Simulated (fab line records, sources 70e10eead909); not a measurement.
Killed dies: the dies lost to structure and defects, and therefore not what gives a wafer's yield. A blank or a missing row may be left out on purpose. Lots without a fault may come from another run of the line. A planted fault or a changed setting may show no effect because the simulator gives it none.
Comparing a struck lot with a sound one + flow nandHarc + 19 steps out of a route of 1159
Sound: wafers L771.4, L771.5, L771.6. Struck: wafers L779.1, L779.4. (L779.5 of the same lot was not struck and is left out.) The cause comes at the end.
Per side, at each step with rows, come the tool, then ch with its chambers, and then its first start. Under that, the readings that differ: sound wafers + struck wafers + difference of the means + sigmas: that difference in standard deviations of wafers without a fault.
alike: same words and numbers on both sides, and readings whose means sit less than 2 such deviations apart. not compared: any withheld reading, any reading some wafer has no value for, any bound like >300 that may hide the same value, and any number with overlapping values for which the record gives no deviation.
The two part at a step that has a row with sigmas, a row that says differs or no value, or rows on one side only. Numbers that don't overlap but have no deviation are shown without sigmas and don't part them. A reading missing from all wafers of one side parts the sides only when that side holds two or more wafers.

NHARC_A_ONON_D1_INSPECT_32:
  sound on defectInspect-01 at day 8 23:47; struck on defectInspect-01 at day 10 17:53
  alike: rawDefectCount
NHARC_A_CHANNEL_HOLE_D1_DEP_00: deposits aC, target thk 3100 nm.
  sound on aclDep-01 ch 0, day 9 01:13; struck on aclDep-03 ch 0, day 10 20:50
  alike: throttleValvePct
NHARC_A_CHANNEL_HOLE_D1_DEP_01: deposits SiON, target thk 140 nm.
  sound on pecvd-02 ch 0,1,2, day 9 02:16; struck on pecvd-02 ch 1,2, day 10 22:46
  alike: heaterPowerW
then, 9 steps without rows for these wafers: NHARC_A_CHANNEL_HOLE_D1_DEHYDRATE_02 (time 120 s); NHARC_A_CHANNEL_HOLE_D1_HMDS_03 (time 30 s); NHARC_A_CHANNEL_HOLE_D1_COAT_36 (time 75 s); NHARC_A_CHANNEL_HOLE_D1_COAT_37 (time 65 s); NHARC_A_CHANNEL_HOLE_D1_COAT_04 (resist thk 90 nm); NHARC_A_CHANNEL_HOLE_D1_SOFTBAKE_05 (time 55 s); NHARC_A_CHANNEL_HOLE_D1_EBR_06; NHARC_A_CHANNEL_HOLE_D1_EXPOSE_07 (exposes mask HOLE D1, target cd 100 nm); NHARC_A_CHANNEL_HOLE_D1_PEB_08 (peb time 65 s).
NHARC_A_CHANNEL_HOLE_D1_DEVELOP_09: develop time 35 s.
  sound on lithoTrack-01 ch 0, day 9 02:00; struck on lithoTrack-01 ch 0, day 10 23:00
NHARC_A_CHANNEL_HOLE_D1_CD_MEAS_10: target cd 100 nm.
  sound on cdSem-03 ch 0, day 9 02:47; struck on cdSem-03 ch 0, day 10 23:28
  alike: cdNm
NHARC_A_CHANNEL_HOLE_D1_OVL_MEAS_11:
  sound on overlay-01 at day 9 02:52; struck on overlay-02 at day 10 23:34
  alike: overlayXNm, overlayYNm
NHARC_A_CHANNEL_HOLE_D1_INSPECT_12:
  sound on defectInspect-02 at day 9 02:54; struck on defectInspect-02 at day 10 23:36
  alike: rawDefectCount
NHARC_A_CHANNEL_HOLE_D1_DESCUM_15: chemistry O2, time 3 s.
  sound on rieDiel-13 ch 1,2,3, day 9 02:59; struck on rieDiel-11 ch 2,3, day 10 23:40
  alike: chamberPressureMTorr, drypumpMotorCurrentA, oesProductAu, rfVppV, showerheadPlenumPTorr, throttleValvePct
  not compared: rfHoursCounterH, model.A_CHANNEL_HOLE_D1.cdNm
NHARC_A_CHANNEL_HOLE_D1_ETCH_38: etches the open film in CF4, target depth 39 nm, time 65 s.
  sound on rieDiel-13 ch 0,1,2, day 9 03:04; struck on rieDiel-11 ch 1,3, day 10 23:45
  alike: chamberPressureMTorr, drypumpMotorCurrentA, oesProductAu, rfVppV, showerheadPlenumPTorr, throttleValvePct
  not compared: rfHoursCounterH
-- break in the record here, with 10 days between the starts of the struck wafers on either side (left off in module A_CHANNEL_HOLE_D1, picked up again in module END, where the first step shown is number 1159 on the route) --
NHARC_END_SORT_01:
  sound on prober-01 ch 0, day 20 02:40; struck on prober-02 ch 0, day 21 11:22
  alike: killedAtArray, killedAtOther, killedAtPeriphery, killedDies, killedOpen, killedShort

== WHERE THEY PART ==
Nowhere in this record.

WHY: what the simulator had put in
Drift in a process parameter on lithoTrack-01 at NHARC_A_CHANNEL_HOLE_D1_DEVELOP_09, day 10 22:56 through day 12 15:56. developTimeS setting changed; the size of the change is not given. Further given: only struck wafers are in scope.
